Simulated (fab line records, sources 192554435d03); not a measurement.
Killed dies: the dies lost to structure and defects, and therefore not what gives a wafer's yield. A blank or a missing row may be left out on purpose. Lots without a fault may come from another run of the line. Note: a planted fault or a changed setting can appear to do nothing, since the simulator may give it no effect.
Lot-split experiment    flow n5_finfet    39 wafers read across 7 lots, on a route 1938 steps long

== ABOUT THE SPLIT ==
At N5_PASSIVATION_PECVD_00 (deposits SiO2 from SiH4/N2O, target thk 200 nm, time 11.2 s), the setting time_s was moved away from the recipe's 11.2 s on 9 of the 39 wafers read, by -53.5% to +35.9%. All remaining wafers had this setting at the recipe value.

Reading taken at the split's own step.

== THE READING ==
SiO2_of_PASSIVATION_PECVD_00.thk_nm (the simulator's own value, which no gauge read), in nm, at N5_PASSIVATION_PECVD_00 (deposits SiO2 from SiH4/N2O, target thk 200 nm, time 11.2 s). No usual value for it is given in the file. Across the 30 wafers here that went through the recipe, the average is 201.1 nm and the standard deviation 2.7 nm.

wafer   tool, chamber at the split  time_s as run, s  against the recipe  SiO2_of_PASSIVATION_PECVD_00.thk_nm, nm  against lot-mates on the recipe
L082.1  pecvd-01, 1                 11.2              recipe              200.4                                    -
L082.2  pecvd-01, 2                 11.2              recipe              197.2                                    -
L082.3  pecvd-01, 0                 11.2              recipe              198.8                                    -
L082.4  pecvd-01, 1                 11.2              recipe              201.4                                    -
L082.5  pecvd-01, 2                 11.2              recipe              203.4                                    -
L082.6  pecvd-01, 0                 11.2              recipe              202.6                                    -
L088.1  pecvd-03, 1                 5.21              -53.5%              93.8                                     -109.6
L088.2  pecvd-03, 2                 11.2              recipe              201.8                                    -
L088.3  pecvd-03, 0                 11.2              recipe              203.4                                    -
L088.4  pecvd-03, 1                 5.21              -53.5%              94                                       -109.4
L088.5  pecvd-03, 2                 11.2              recipe              205                                      -
L088.6  pecvd-03, 0                 5.21              -53.5%              98                                       -105.4
L086.1  pecvd-03, 2                 11.2              recipe              198.6                                    -
L086.2  pecvd-03, 1                 11.2              recipe              196.6                                    -
L086.3  pecvd-03, 0                 11.2              recipe              199.6                                    -
L086.4  pecvd-03, 1                 11.2              recipe              201.4                                    -
L086.5  pecvd-03, 0                 11.2              recipe              206.4                                    -
L086.6  pecvd-03, 2                 11.2              recipe              205                                      -
L089.1  pecvd-03, 1,2               11.2              recipe              198.6                                    -
L089.3  pecvd-03, 1,2               11.2              recipe              198.6                                    -
L089.2  pecvd-03, 0                 11.2              recipe              201.2                                    -
L089.4  pecvd-03, 0                 11.2              recipe              204.6                                    -
L089.5  pecvd-03, 2                 11.2              recipe              202.8                                    -
L089.6  pecvd-03, 1                 11.2              recipe              200.4                                    -
L092.1  pecvd-04, 1                 15.22             +35.9%              269                                      +70.3
L092.2  pecvd-04, 0                 15.22             +35.9%              267.4                                    +68.7
L092.3  pecvd-04, 2                 11.2              recipe              195.6                                    -
L092.4  pecvd-04, 0                 11.2              recipe              199.6                                    -
L092.5  pecvd-04, 1                 11.2              recipe              201                                      -
L092.6  pecvd-04, 2                 15.22             +35.9%              273.2                                    +74.5
L093.2  pecvd-03, 0                 11.2              recipe              203.2                                    -
L093.3  pecvd-03, 2                 11.2              recipe              198.8                                    -
L093.5  pecvd-03, 1                 11.2              recipe              201.2                                    -
L097.1  pecvd-04, 1                 13.85             +23.7%              249.4                                    +47.0
L097.2  pecvd-04, 2                 11.2              recipe              199.2                                    -
L097.3  pecvd-04, 0                 13.85             +23.7%              246                                      +43.6
L097.4  pecvd-04, 1                 11.2              recipe              203.8                                    -
L097.5  pecvd-04, 2                 11.2              recipe              204.2                                    -
L097.6  pecvd-04, 0                 13.85             +23.7%              247.8                                    +45.4
If several chambers appear in one row, that row covers several wafers at once and the file leaves open which wafer was in which chamber.

THE FIT
A straight line over all 39 wafers: SiO2_of_PASSIVATION_PECVD_00.thk_nm changes by +1.96 nm for each +1% of time_s; r = +1.00; the points scatter about the line by 2.6 nm.
The same after taking each lot's own level away (the mean of its wafers on the recipe; 39 wafers): +2 nm for each +1%; r = +1.00; scatter 2.5 nm.
According to that fit, moving time_s by its largest amount changes the reading by 1.1e+02 nm.
The span of the lots' own levels, 198.73 to 203.40 nm, comes to 1.8 times the standard deviation stated above.
The two slopes agree, so the slope changes little with the lot-to-lot level.
Check: for one of the wafers moved furthest among these (-53.5%), held out of the fit, the line's prediction against its lot-mates is -106 nm. It came out at -110 nm against them.

== FURTHER SPLITS ON THESE WAFERS ==
Before the reading, these wafers also passed through other splits. Each is held against what the fit with the lots' levels taken away leaves over:
other split on the same wafers      wafers away from the commonest value  r with SiO2_of_PASSIVATION_PECVD_00.thk_nm (lot level and that fit taken away)
N5_BEOL_M2_TRENCH_ETCH_37 time_s    9                                     -0.23
N5_BEOL_M8_ILD_DEP_00 target_thk_a  9                                     +0.03
N5_BEOL_M13_ETCH_68 time_s          12                                    -0.15

== FILE'S OWN FIT ==
SiO2_of_PASSIVATION_PECVD_00.thk_nm changes by +2 nm for each +1% of time_s, r = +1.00.
